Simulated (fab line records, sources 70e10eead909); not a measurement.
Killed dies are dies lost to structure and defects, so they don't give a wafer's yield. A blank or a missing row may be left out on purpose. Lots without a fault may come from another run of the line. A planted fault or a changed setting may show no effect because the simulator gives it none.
fab line records | flow nand_harc | part 1 of 2: steps 1 to 26 of 37
record lots=5 wafers=15 last_day=24
route steps=1159 shown A_ZERO_WELL@400 A_SOURCE_PLATE@413 A_ONON_D1@424
lots that met no fault: from a run of the same line without faults
start_h: hours from the record's first day to the start of the lot's first wafer shown | wait_h: hours since the lot's step before | " the same as in the row above | L1.1+2: a row that stands for several wafers | - no value, or no start given | * or withheld: withheld | < > ~ a bound
route shown NAME@n: a module of which the file shows steps, and the number in the route of the first | usual: mean/standard deviation of fault-free wafers | same: alike in all rows | chamber/n: place in a boat | sites: the reading at each site | _std_site: their standard deviation | _edge_site: outer sites' mean less inner sites' | radius_mm: how far each site lies from the wafer's centre | mask NAME#n: copy n | behind: the tool/chamber that last shaped the wafer | hold: why the lot was held/for how many hours/how that ended | device: the transistor (n, p or np) that didn't switch | end of line: the same wafers' tests at the end of the route | a step without rows: its recipe alone | killed: dies lost to structure and defects at the first sort, not the wafer's yield | map: a wafer's dies, x killed, . not, _ none there
set.NAME: the setting as run; set.NAME@STEP: as run at that earlier step | model.NAME: the simulator's own value behind a step, which no gauge read
lots at some steps of the route; a table a step, a row a wafer
services: from which hour (start_h, from the record's first day; less than 0 if before it) a tool's chamber was out of use, for how many hours, and why
## steps
# step NHARC_A_ZERO_WELL_DEVELOP_09
# recipe time_s=50 dev_temp_c=22
# usual chill_plate_temp_C=23.01/0.11
# same time_s=50
# columns lot.wafer tool chamber start_h wait_h chill_plate_temp_C
L082.2 litho_track-05 0 - - 22.82
L082.3 " 0 " " 22.99
L082.4 " 0 " " 22.86
L083.4 litho_track-02 0 - - 22.87
L083.5 " 0 " " 23.01
L083.6 " 0 " " 22.97
L084.2 litho_track-02 0 - - 22.98
L084.5 " 0 " " 22.98
L084.6 " 0 " " 23.04
L085.1 litho_track-05 0 - - 23.09
L085.2 " 0 " " 23.18
L085.3 " 0 " " 23.13
L097.2 litho_track-02 0 - - 23.01
L097.3 " 0 " " 23.07
L097.6 " 0 " " 23.01
# step NHARC_A_ZERO_WELL_CD_MEAS_10
# recipe target_cd_nm=2000 landing_energy_ev=500
# usual cd_nm=2000.4/1.4
# columns lot.wafer tool chamber start_h wait_h cd_nm
L082.2 cd_sem-03 0 178.50 - 2001.6
L082.3 " 0 " " 2002.0
L082.4 " 0 " " 2002.1
L083.4 cd_sem-01 0 192.43 - 1999.8
L083.5 " 0 " " 2000.1
L083.6 " 0 " " 2001.1
L084.2 cd_sem-01 0 194.01 - 2001.1
L084.5 " 0 " " 2001.1
L084.6 " 0 " " 2000.5
L085.1 cd_sem-02 0 214.47 - 1999.1
L085.2 " 0 " " 2001.0
L085.3 " 0 " " 1999.3
L097.2 cd_sem-01 0 277.21 - 2000.7
L097.3 " 0 " " 2000.1
L097.6 " 0 " " 1999.1
# step NHARC_A_ZERO_WELL_HARDBAKE_11
# recipe temp_c=118 time_s=65
# usual chill_plate_temp_C=23.00/0.11 plate_temp_C=118.02/0.12
# same time_s=65
# columns lot.wafer tool chamber start_h wait_h chill_plate_temp_C plate_temp_C
L082.2 litho_track-07 0 178.58 - 22.88 118.15
L082.3 " 0 " " 23.08 118.30
L082.4 " 0 " " 23.05 118.08
L083.4 litho_track-02 0 192.51 - 22.76 118.29
L083.5 " 0 " " 22.86 118.25
L083.6 " 0 " " 22.93 118.08
L084.2 litho_track-05 0 194.09 - 23.04 117.90
L084.5 " 0 " " 23.02 118.09
L084.6 " 0 " " 23.03 118.14
L085.1 litho_track-05 0 214.55 - 22.95 118.03
L085.2 " 0 " " 22.94 117.87
L085.3 " 0 " " 23.00 118.00
L097.2 litho_track-07 0 277.31 - 23.14 117.61
L097.3 " 0 " " 23.15 117.82
L097.6 " 0 " " 23.25 118.01
# step NHARC_A_ZERO_WELL_DESCUM_12
# recipe time_s=3 o2_flow_sccm=200 ar_flow_sccm=0 bias_power_w=0 chemistry=O2
# usual drypump_motor_current_A=5.65/0.19 oes_product_au=0.997/0.0067 rf_vpp_V=57.9/0.95 showerhead_plenum_p_Torr=1.93/0.067 throttle_valve_pct=11.311/0.0089
# same time_s=3
# columns lot.wafer tool chamber start_h wait_h drypump_motor_current_A oes_product_au rf_hours_counter_h rf_vpp_V showerhead_plenum_p_Torr throttle_valve_pct
L082.2 rie_diel-06 2 178.65 - 5.82 1.004 6 57.3 1.98 11.307
L082.3 " 3 " " 5.57 0.995 6 57.6 1.84 11.302
L082.4 " 1 " " 5.62 1.002 7 57.7 1.93 11.323
L083.4 rie_diel-06 3 192.60 - 5.57 1.004 7 57.8 1.84 11.315
L083.6 " 1 " " 5.57 0.990 - 57.9 1.93 11.309
L083.5 " 2 " " 5.81 0.997 - 59.7 1.98 11.322
L084.2 rie_diel-06 0 194.18 - 5.29 0.991 9 57.7 2.03 11.304
L084.6 " 3 " " 5.56 0.994 - 57.0 1.84 11.298
L084.5 " 0 " " 5.30 0.996 - 59.4 2.03 11.301
L085.1 rie_diel-08 2 214.62 - 5.73 1.004 6 57.1 1.96 11.315
L085.3 " 0 " " 5.82 0.998 11 57.5 1.97 11.324
L085.2 " 1 " " 5.51 0.996 10 57.0 1.92 11.311
L097.2 rie_diel-08 1 277.38 - 5.52 0.993 16 57.1 1.92 11.302
L097.3 " 2 " " 5.70 0.997 13 57.8 1.96 11.303
L097.6 " 2 " " 5.74 0.992 - 58.0 1.96 11.331
# step NHARC_A_ZERO_WELL_ETCH_19
# recipe target_depth_a=800 overetch_a=240 time_s=87.88 ion_energy_ev=200 n2_flow_sccm=150 h2_flow_sccm=150 ar_flow_sccm=0 rf_w=400 bias_w=150 chemistry=N2/H2
# usual drypump_motor_current_A=5.64/0.2 oes_product_au=0.997/0.0072 rf_fwd_power_W=397.0/1.3 rf_vpp_V=431.1/2.1 showerhead_plenum_p_Torr=2.06/0.075 throttle_valve_pct=14.172/0.0087
# same time_s=87.88
# columns lot.wafer tool chamber start_h wait_h drypump_motor_current_A oes_product_au rf_fwd_power_W rf_hours_counter_h rf_vpp_V showerhead_plenum_p_Torr throttle_valve_pct
L082.2 rie_diel-06 3 178.75 0.1 5.53 0.997 394.5 6 427.8 1.96 14.155
L082.4 " 0 " " 5.29 1.001 395.6 7 433.8 2.17 14.156
L082.3 " 1 " " 5.60 1.000 397.8 7 430.9 2.06 14.183
L083.4 rie_diel-06 3 192.66 0.1 5.56 0.992 394.0 7 427.9 1.96 14.162
L083.6 " 3 " " 5.57 0.987 396.4 - 429.3 1.96 14.159
L083.5 " 0 " " 5.28 0.981 396.3 - 434.2 2.17 14.174
L084.2 rie_diel-06 2 194.27 0.1 5.84 1.004 400.0 7 432.1 2.11 14.172
L084.5 " 3 " " 5.56 0.990 397.6 - 429.8 1.96 14.176
L084.6 " 0 " " 5.31 1.004 396.0 - 434.4 2.17 14.178
L085.1 rie_diel-08 2 214.71 0.1 5.74 1.002 395.6 6 433.0 2.09 14.172
L085.3 " 3 " " 5.50 1.005 397.5 10 429.1 1.97 14.173
L085.2 " 0 " " 5.85 0.987 397.5 11 432.9 2.10 14.168
L097.2 rie_diel-08 1 277.48 0.1 5.53 0.994 398.9 16 431.9 2.04 14.178
L097.3 " 2 " " 5.73 0.999 394.3 13 429.7 2.09 14.181
L097.6 " 1 " " 5.52 0.984 398.7 - 430.5 2.04 14.169
# step NHARC_A_ZERO_WELL_ETCH_13
# recipe target_depth_a=1200 time_s=40.1 hbr_flow_sccm=150 cl2_flow_sccm=50 rf_w=400 icp_w=400 bias_w=100 chemistry=HBr/Cl2
# usual drypump_motor_current_A=5.6/0.38 mfc_cl2_sccm=50.00/0.15 oes_product_au=1.003/0.0076 rf_fwd_power_W=395.2/1.8 throttle_valve_pct=26.406/0.0083
# same time_s=40.1
# columns lot.wafer tool chamber start_h wait_h drypump_motor_current_A mfc_cl2_sccm oes_product_au rf_fwd_power_W rf_hours_counter_h throttle_valve_pct
L082.3 rie_si-03 3 178.87 - 5.8 49.80 0.998 395.7 0.1 26.413
L082.4 " 0 " " 5.6 50.02 1.000 394.6 0.1 26.406
L082.2 " 1 " " 5.9 50.04 1.003 396.8 0.1 26.415
L083.4 rie_si-05 1 192.81 - 5.7 49.82 1.008 396.2 0.9 26.406
L083.6 " 3 " " 5.4 50.23 1.005 391.8 - 26.406
L083.5 " 0 " " 5.8 50.07 1.007 396.7 - 26.406
L084.2 rie_si-03 2 194.40 - 5.2 50.07 1.014 393.2 0.2 26.409
L084.6 " 0 " " 5.6 49.99 1.011 395.5 - 26.413
L084.5 " 1 " " 5.9 49.87 1.008 396.9 - 26.415
L085.2 rie_si-04 0 214.83 - 5.7 50.02 0.995 392.9 0.7 26.396
L085.1 " 1 " " 4.9 50.04 1.006 393.5 0.6 26.415
L085.3 " 2 " " 6.5 50.03 0.991 396.8 0.6 26.408
L097.3 rie_si-03 0 277.62 - 5.6 49.90 1.011 395.0 0.7 26.408
L097.2 " 2 " " 5.2 50.01 1.008 391.8 0.8 26.403
L097.6 " 0 " " 5.6 49.75 1.009 395.2 - 26.418
# step NHARC_A_ZERO_WELL_STRIP_14
# recipe time_s=900 temp_c=130 chemistry=SPM
# same time_s=900
# columns lot.wafer tool chamber start_h wait_h
L082.4+3+2 wet_bench-07 3,4,0 179.01 -
L083.6+5+4 wet_bench-07 4,7,0 192.93 -
L084.6+5+2 wet_bench-07 5,6,7 194.53 -
L085.2+3+1 wet_bench-07 1,3,5 214.98 -
L097.2+3+6 wet_bench-06 3,6,0 277.77 -
# step NHARC_A_ZERO_WELL_IMPLANT_15
# recipe energy_kev=150 dose_cm2=1e+13 tilt_deg=7
# columns lot.wafer tool chamber start_h wait_h
L082.2+3+4 implanter-02 0 179.44 0.1
L083.4+5+6 implanter-02 0 193.43 0.1
L084.2+5+6 implanter-02 0 194.95 0.1
L085.1+2+3 implanter-01 0 215.38 0.1
L097.2+3+6 implanter-02 0 278.20 0.1
# step NHARC_A_ZERO_WELL_PRECLEAN_22
# recipe time_s=60 temp_c=50 bath_age_min=0 chemistry=SC1
# same time_s=60
# columns lot.wafer tool chamber start_h wait_h
L082.2+3+4 wet_bench-09 4,7,0 179.63 0.2
L083.6+4+5 wet_bench-07 1,2,5 193.56 0.0
L084.6+2+5 wet_bench-09 1,3,4 195.14 0.0
L085.3+1+2 wet_bench-09 2,5,6 215.60 0.1
L097.2+3+6 wet_bench-09 0,2,4 278.39 0.2
# step NHARC_A_ZERO_WELL_SRD_23
# columns lot.wafer tool chamber start_h wait_h
L082.2+3+4 wet_bench-09 4,7,0 - -
L083.6+4+5 wet_bench-07 1,2,5 - -
L084.6+2+5 wet_bench-09 1,3,4 - -
L085.3+1+2 wet_bench-09 2,5,6 - -
L097.2+3+6 wet_bench-09 0,2,4 - -
# step NHARC_A_ZERO_WELL_RTA_16
# recipe temp_c=1000 time_s=10
# usual lamp_power_pct=31.7/2.1 lamp_zone_4_pct=31.7/2.1 lamp_zone_5_pct=31.7/2.1 wafer_temp_C_max=1005.8/2
# same time_s=10
# columns lot.wafer tool chamber start_h wait_h lamp_power_pct lamp_zone_4_pct lamp_zone_5_pct wafer_temp_C_max
L082.2 rtp_anneal-02 0 179.79 - 33.8 33.8 33.8 1004.2
L082.3 " 0 " " 33.8 33.8 33.8 1006.0
L082.4 " 0 " " 33.8 33.8 33.8 1005.5
L083.4 rtp_anneal-01 0 193.77 - 29.7 29.6 29.6 1007.0
L083.5 " 0 " " 29.7 29.6 29.7 1007.2
L083.6 " 0 " " 29.6 29.6 29.6 1005.8
L084.2 rtp_anneal-02 0 195.30 - 33.9 33.8 33.8 1004.1
L084.5 " 0 " " 33.8 33.8 33.8 1004.7
L084.6 " 0 " " 33.8 33.8 33.8 1005.1
L085.1 rtp_anneal-02 0 215.74 - 33.8 33.8 33.9 1002.4
L085.2 " 0 " " 33.8 33.8 33.9 1005.4
L085.3 " 0 " " 33.8 33.8 33.8 1002.9
L097.2 rtp_anneal-01 0 278.70 - 29.7 29.7 29.6 1008.4
L097.3 " 0 " " 29.6 29.7 29.6 1006.8
L097.6 " 0 " " 29.6 29.6 29.6 1006.9
# step NHARC_A_ZERO_WELL_INSPECT_17
# usual raw_defect_count=11/5.2
# columns lot.wafer tool chamber start_h wait_h raw_defect_count
L082.2 defect_inspect-02 - 179.96 0.1 12
L082.3 " - " " 12
L082.4 " - " " 12
L083.4 defect_inspect-01 - 193.89 0.1 9
L083.5 " - " " 7
L083.6 " - " " 7
L084.2 defect_inspect-01 - 195.47 0.1 12
L084.5 " - " " 17
L084.6 " - " " 16
L085.1 defect_inspect-02 - 215.93 0.2 15
L085.2 " - " " 10
L085.3 " - " " 11
L097.2 defect_inspect-01 - 278.87 0.1 19
L097.3 " - " " 13
L097.6 " - " " 21
# step NHARC_A_SOURCE_PLATE_PRECLEAN_00
# recipe time_s=60 chemistry=HF-LAST
# same time_s=60
# columns lot.wafer tool chamber start_h wait_h
L082.2+4+3 wet_bench-03 6,7,0 180.01 0.0
L083.6+4+5 wet_bench-03 7,3,4 193.94 0.0
L084.5+2+6 wet_bench-02 0,1,4 195.53 0.1
L085.3+1+2 wet_bench-02 1,2,3 215.99 0.1
L097.2+6+3 wet_bench-01 3,4,6 278.92 0.0
# step NHARC_A_SOURCE_PLATE_SRD_01
# columns lot.wafer tool chamber start_h wait_h
L082.2+4+3 wet_bench-03 6,7,0 - -
L083.6+4+5 wet_bench-03 7,3,4 - -
L084.5+2+6 wet_bench-02 0,1,4 195.59 0.0
L085.3+1+2 wet_bench-02 1,2,3 - -
L097.2+6+3 wet_bench-01 3,4,6 - -
# step NHARC_A_SOURCE_PLATE_OXIDE_02
# recipe target_thk_a=100 temp_c=900 ox_time_s=1362 material=SiO2
# usual ox_temp_c=900.0/0.34
# columns lot.wafer tool chamber start_h wait_h ox_temp_c
L082.2 furnace-05 0 183.82 - 900.2
L082.3 " 0 " " 900.1
L082.4 " 0 " " 899.5
L083.4 furnace-08 0 197.25 - 900.0
L083.5 " 0 " " 900.0
L083.6 " 0 " " 900.2
L084.2 furnace-08 0 197.25 1.7 899.6
L084.5 " 0 " " 899.7
L084.6 " 0 " " 900.2
L085.1 furnace-08 0 218.60 - 900.7
L085.2 " 0 " " 900.7
L085.3 " 0 " " 899.7
L097.2 furnace-08 0 282.49 - 899.7
L097.3 " 0 " " 899.6
L097.6 " 0 " " 900.0
# step NHARC_A_SOURCE_PLATE_THK_MEAS_09
# recipe thk_meas_gauge=ellipsometry
# usual thk_nm=9.7/1
# columns lot.wafer tool chamber start_h wait_h thk_nm
L082.2 film_metro-01 - 187.98 0.4 8.4
L082.3 " - " " 10.5
L082.4 " - " " 8.0
L083.4 film_metro-01 - 201.28 0.4 9.0
L083.5 " - " " 8.8
L083.6 " - " " 8.6
L084.2 film_metro-01 - 201.28 0.4 9.8
L084.5 " - " " 10.8
L084.6 " - " " 9.9
L085.1 film_metro-01 - 222.62 0.4 9.2
L085.2 " - " " 10.4
L085.3 " - " " 10.5
L097.2 film_metro-02 - 286.55 0.4 8.2
L097.3 " - " " 9.5
L097.6 " - " " 10.6
# step NHARC_A_SOURCE_PLATE_PVD_04
# recipe target_thk_a=500 material=WSi2
# columns lot.wafer tool chamber start_h wait_h
L082.4+2+3 pvd_sputter-01 - 188.03 0.1
L083.4+5+6 pvd_sputter-01 - 201.33 0.1
L084.2+5+6 pvd_sputter-02 - 201.37 0.1
L085.1+2+3 pvd_sputter-03 - 222.70 0.1
L097.3+2+6 pvd_sputter-01 - 286.61 0.1
# step NHARC_A_SOURCE_PLATE_CVD_03
# recipe target_thk_a=2000 temp_c=620 pressure_mtorr=200 time_s=4000 material=poly-Si
# same time_s=4000
# columns lot.wafer tool chamber start_h wait_h
L082.2+3+4 lpcvd_poly-04 0 190.72 -
L083.4+5+6 lpcvd_poly-03 0 203.84 -
L084.2+5+6 lpcvd_poly-03 0 203.84 -
L085.1+2+3 lpcvd_poly-02 0 225.19 -
L097.2+3+6 lpcvd_poly-03 0 289.12 -
# step NHARC_A_SOURCE_PLATE_ANNEAL_05
# recipe temp_c=850 time_s=1800
# same time_s=1800
# columns lot.wafer tool chamber start_h wait_h
L082.2+3+4 furnace-08 0 200.92 7.1
L083.4+5+6 furnace-08 0 210.96 4.0
L084.2+5+6 furnace-08 0 210.96 4.0
L085.1+2+3 furnace-06 0 231.85 3.6
L097.2+3+6 furnace-06 0 295.47 3.2
# step NHARC_A_SOURCE_PLATE_THK_MEAS_06
# recipe thk_meas_gauge=ellipsometry
# usual thk_nm=199.8/2.2
# columns lot.wafer tool chamber start_h wait_h thk_nm
L082.2 film_metro-02 - 204.90 0.4 199.9
L082.3 " - " " 202.7
L082.4 " - " " 197.1
L084.2 film_metro-02 - 214.93 0.4 203.9
L084.5 " - " " 199.2
L084.6 " - " " 201.9
L083.4 film_metro-01 - 214.93 0.4 197.7
L083.5 " - " " 199.8
L083.6 " - " " 197.1
L085.1 film_metro-02 - 235.77 0.4 200.2
L085.2 " - " " 200.0
L085.3 " - " " 197.3
L097.2 film_metro-02 - 299.40 0.4 199.1
L097.3 " - " " 199.4
L097.6 " - " " 199.1
# step NHARC_A_SOURCE_PLATE_INSPECT_08
# usual raw_defect_count=57/23
# columns lot.wafer tool chamber start_h wait_h raw_defect_count
L082.2 defect_inspect-01 - 204.96 0.0 57
L082.3 " - " " 60
L082.4 " - " " 28
L084.2 defect_inspect-02 - 215.00 0.0 61
L084.5 " - " " 69
L084.6 " - " " 49
L083.4 defect_inspect-01 - 215.00 0.0 36
L083.5 " - " " 34
L083.6 " - " " 40
L085.1 defect_inspect-01 - 235.83 0.0 67
L085.2 " - " " 30
L085.3 " - " " 78
L097.2 defect_inspect-02 - 299.47 0.0 76
L097.3 " - " " 37
L097.6 " - " " 53
# step NHARC_A_ONON_D1_DEP_00
# recipe target_thk_a=10000 n2_flow_sccm=2750 n2o_flow_sccm=2000 nh3_flow_sccm=500 sih4_flow_sccm=210 temp_c=400
# usual susceptor_temp_C=400.03/0.2
# columns lot.wafer tool chamber start_h wait_h susceptor_temp_C
L082.2 pecvd_onon-04 0 205.09 0.1 400.10
L082.3 " 0 " " 400.33
L082.4 " 0 " " 400.04
L084.2 pecvd_onon-01 0 215.12 0.1 399.63
L084.5 " 0 " " 399.57
L084.6 " 0 " " 399.99
L083.4 pecvd_onon-04 0 215.24 0.2 400.38
L083.5 " 0 " " 400.02
L083.6 " 0 " " 400.15
L085.1 pecvd_onon-01 0 235.90 0.1 400.12
L085.2 " 0 " " 399.85
L085.3 " 0 " " 399.64
L097.2 pecvd_onon-01 0 299.59 0.1 399.90
L097.3 " 0 " " 399.92
L097.6 " 0 " " 399.96
# step NHARC_A_ONON_D1_THK_MEAS_02
# recipe thk_meas_gauge=ellipsometry
# usual thk_nm=1000/9.3
# columns lot.wafer tool chamber start_h wait_h thk_nm
L082.2 film_metro-02 - 205.54 - 993
L082.3 " - " " 992
L082.4 " - " " 994
L084.2 film_metro-01 - 215.57 - 999
L084.5 " - " " 997
L084.6 " - " " 998
L083.4 film_metro-02 - 215.58 - 998
L083.5 " - " " 997
L083.6 " - " " 996
L085.1 film_metro-01 - 236.44 - 1014
L085.2 " - " " 1014
L085.3 " - " " 1013
L097.2 film_metro-02 - 300.04 - 1018
L097.3 " - " " 1017
L097.6 " - " " 1016
# step NHARC_A_ONON_D1_DEP_03
# recipe target_thk_a=10000 n2_flow_sccm=2750 n2o_flow_sccm=2000 nh3_flow_sccm=500 sih4_flow_sccm=210 temp_c=400
# usual susceptor_temp_C=400.03/0.22
# columns lot.wafer tool chamber start_h wait_h susceptor_temp_C
L082.2 pecvd_onon-04 0 205.65 0.1 400.20
L082.3 " 0 " " 400.15
L082.4 " 0 " " 400.35
L084.2 pecvd_onon-04 0 215.69 0.1 400.06
L084.5 " 0 " " 400.08
L084.6 " 0 " " 400.00
L083.4 pecvd_onon-02 0 215.81 0.2 399.96
L083.5 " 0 " " 399.98
L083.6 " 0 " " 400.15
L085.1 pecvd_onon-02 0 236.49 0.1 399.80
L085.2 " 0 " " 400.13
L085.3 " 0 " " 400.26
L097.2 pecvd_onon-04 0 300.16 0.1 400.10
L097.3 " 0 " " 400.01
L097.6 " 0 " " 400.05
# step NHARC_A_ONON_D1_THK_MEAS_05
# recipe thk_meas_gauge=ellipsometry
# usual thk_nm=999/9.8
# columns lot.wafer tool chamber start_h wait_h thk_nm
L082.2 film_metro-02 - 206.10 - 1006
L082.3 " - " " 1006
L082.4 " - " " 1007
L083.4 film_metro-02 - 216.14 - 1000
L083.5 " - " " 1002
L083.6 " - " " 1001
L084.2 film_metro-01 - 216.17 - 994
L084.5 " - " " 993
L084.6 " - " " 994
L085.1 film_metro-01 - 237.00 - 1003
L085.2 " - " " 1004
L085.3 " - " " 1007
L097.2 film_metro-02 - 300.62 - 1011
L097.3 " - " " 1011
L097.6 " - " " 1012
# step NHARC_A_ONON_D1_DEP_06
# recipe target_thk_a=10000 n2_flow_sccm=2750 n2o_flow_sccm=2000 nh3_flow_sccm=500 sih4_flow_sccm=210 temp_c=400
# usual susceptor_temp_C=399.99/0.23
# columns lot.wafer tool chamber start_h wait_h susceptor_temp_C
L082.2 pecvd_onon-04 0 206.22 0.1 400.00
L082.3 " 0 " " 400.08
L082.4 " 0 " " 400.07
L084.2 pecvd_onon-01 0 216.28 0.1 399.71
L084.5 " 0 " " 399.84
L084.6 " 0 " " 399.83
L083.4 pecvd_onon-04 0 216.37 0.2 399.83
L083.5 " 0 " " 400.23
L083.6 " 0 " " 399.82
L085.1 pecvd_onon-02 0 237.06 0.1 400.05
L085.2 " 0 " " 400.16
L085.3 " 0 " " 400.18
L097.2 pecvd_onon-01 0 300.75 0.1 399.91
L097.3 " 0 " " 400.08
L097.6 " 0 " " 400.23
